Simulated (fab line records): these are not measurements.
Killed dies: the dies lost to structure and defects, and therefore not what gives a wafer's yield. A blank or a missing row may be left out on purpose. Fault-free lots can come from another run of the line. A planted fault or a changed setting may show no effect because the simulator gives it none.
Comparing a struck lot with a sound one | flow nand_harc | 40 steps out of a route of 1302
Sound: wafers L972.3, L972.4, L972.6. The struck wafers were L982.1, L982.2, L982.4. The cause is given at the end.
Order at every step that has rows: each side's tool, ch and its chambers, its first start. Under that, the readings that differ: sound wafers | struck wafers | difference of the means | sigmas: that difference in standard deviations of wafers without a fault.
alike: a reading whose means differ by less than 2 such deviations, as well as words and numbers matching on both sides. not compared: withheld readings; readings where some wafer has no value; bounds like >300 that might hide an equal value; numbers whose values overlap and for which the record gives no deviation.
The two part at a step that has a row with sigmas, a row that says differs or no value, or rows on one side only. Numbers that don't overlap but have no deviation are shown without sigmas and don't part them. A reading that every wafer of one side lacks parts them only if that side has two wafers or more.

first, 4 steps without rows for these wafers: NHARC_A_BONDPAD_PRE_CLEAN_26 (time 30 s); NHARC_A_BONDPAD_PVD_17 (deposits TaN, target thk 5 nm, time 8.06 s); NHARC_A_BONDPAD_PVD_27 (deposits Cu, target thk 30 nm, time 20.49 s); NHARC_A_BONDPAD_ECD_18 (material Cu, target thk 400 nm).
NHARC_A_BONDPAD_ANNEAL_28: time 90 s.
  sound on rtp_anneal-01 ch 0, day 23 17:51; struck on rtp_anneal-02 ch 0, day 28 13:10
  alike: wafer_temp_C_max
then, 1 step without rows for these wafers: NHARC_A_BONDPAD_CMP_19 (polishes, t overpolish 30 s, cu recess touch 16 s, target thk 169.82 nm).
NHARC_A_BONDPAD_THK_MEAS_20: measures by xrf.
  struck on film_metro-01, day 28 13:50; sound on film_metro-02, day 23 18:25
  alike: thk_nm
then, 1 step without rows for these wafers: NHARC_A_BONDPAD_SRD_21 (time 30 s, dry time 20 s).
NHARC_A_BONDPAD_INSPECT_23:
  struck on defect_inspect-02, day 28 14:04; sound on defect_inspect-02, day 23 18:38
  alike: raw_defect_count
then, 1 step without rows for these wafers: NHARC_HYBRID_BOND_ACTIVATE_00 (chemistry N2, time 60 s).
NHARC_HYBRID_BOND_PRECLEAN_01: cleans in DIW, time 300 s.
  sound on wet_bench-08 ch 0,1,7, day 23 18:55; struck on wet_bench-10 ch 2,3,5, day 28 14:17
then, 3 steps without rows for these wafers: NHARC_HYBRID_BOND_SRD_02 (time 30 s, dry time 20 s); NHARC_HYBRID_BOND_BOND_03; NHARC_HYBRID_BOND_ANNEAL_04 (time 7200 s).
NHARC_HYBRID_BOND_OVL_MEAS_05:
  struck on overlay-01, day 28 23:59; sound on overlay-01, day 24 03:56
  alike: overlay_x_nm, overlay_y_nm
after that, 1 step had no rows for these wafers: NHARC_THIN_TSV_GRIND_00.
NHARC_THIN_TSV_CMP_01: polishes.
  sound on cmp-03 ch 0,2,3, day 24 06:35; struck on cmp-03 ch 0,1,3, day 29 01:26
  alike: motor_current_A
NHARC_THIN_TSV_THK_MEAS_02: measures by ir.
  struck on film_metro-02, day 29 01:41; sound on film_metro-01, day 24 06:50
  alike: thk_nm
then, 12 steps without rows for these wafers: NHARC_THIN_TSV_SRD_03; NHARC_THIN_TSV_PRECLEAN_41 (cleans in SC1); NHARC_THIN_TSV_SRD_42; NHARC_THIN_TSV_DEP_43 (deposits SiO2, target thk 1328.5 nm); NHARC_THIN_TSV_DEHYDRATE_04 (time 120 s); NHARC_THIN_TSV_HMDS_05 (time 30 s); NHARC_THIN_TSV_COAT_06; NHARC_THIN_TSV_SOFTBAKE_07 (time 95 s); NHARC_THIN_TSV_EBR_08; NHARC_THIN_TSV_EXPOSE_09 (exposes mask TSV); NHARC_THIN_TSV_PEB_10 (peb time 85 s); NHARC_THIN_TSV_DEVELOP_11 (time 70 s).
NHARC_THIN_TSV_CD_MEAS_12: target cd 1000 nm.
  sound on cd_sem-03 ch 0, day 24 07:45; struck on cd_sem-01 ch 0, day 29 02:44
  alike: cd_nm
then, 2 steps without rows for these wafers: NHARC_THIN_TSV_HARDBAKE_13 (time 80 s); NHARC_THIN_TSV_DESCUM_14 (chemistry O2, time 3 s).
NHARC_THIN_TSV_ETCH_44: etches the open film in CF4/O2, target depth 1594.2 nm, time 797.1 s.
  sound on rie_diel-10 ch 1,2, day 24 07:59; struck on rie_diel-10 ch 0,1,3, day 29 02:59
  alike: chamber_pressure_mTorr, drypump_motor_current_A, oes_product_au, rf_vpp_V, showerhead_plenum_p_Torr, throttle_valve_pct
  not compared: rf_hours_counter_h
NHARC_THIN_TSV_ETCH_15: target depth 3000 nm, bosch target overetch cycles 2, bosch etch step 2.8 s.
  sound on rie_si-03 ch 0,3, day 24 08:34; struck on rie_si-04 ch 0,1,2, day 29 03:34
  alike: drypump_motor_current_A
  not compared: rf_hours_counter_h
NHARC_THIN_TSV_CD_MEAS_16:
  struck on cd_sem-03, day 29 03:43; sound on cd_sem-03, day 24 08:43
  alike: cd_nm
then, 2 steps without rows for these wafers: NHARC_THIN_TSV_STRIP_45 (strips in O2); NHARC_THIN_TSV_STRIP_46 (strips in post etch residue remover, time 1200 s).
NHARC_THIN_TSV_DEP_47: deposits SiO2, target thk 200 nm.
  sound on pecvd-01 ch 0,1,2, day 24 09:38; struck on pecvd-03 ch 0,1,2, day 29 04:38
  alike: throttle_valve_pct
NHARC_END_SORT_01:
  only the struck wafers appear in the record here, on prober-01 ch 0 at day 29 20:14; the sound ones have no rows

== WHERE THEY PART ==
Only at NHARC_END_SORT_01, as far as this record shows.

WHY: what had been put in by the simulator
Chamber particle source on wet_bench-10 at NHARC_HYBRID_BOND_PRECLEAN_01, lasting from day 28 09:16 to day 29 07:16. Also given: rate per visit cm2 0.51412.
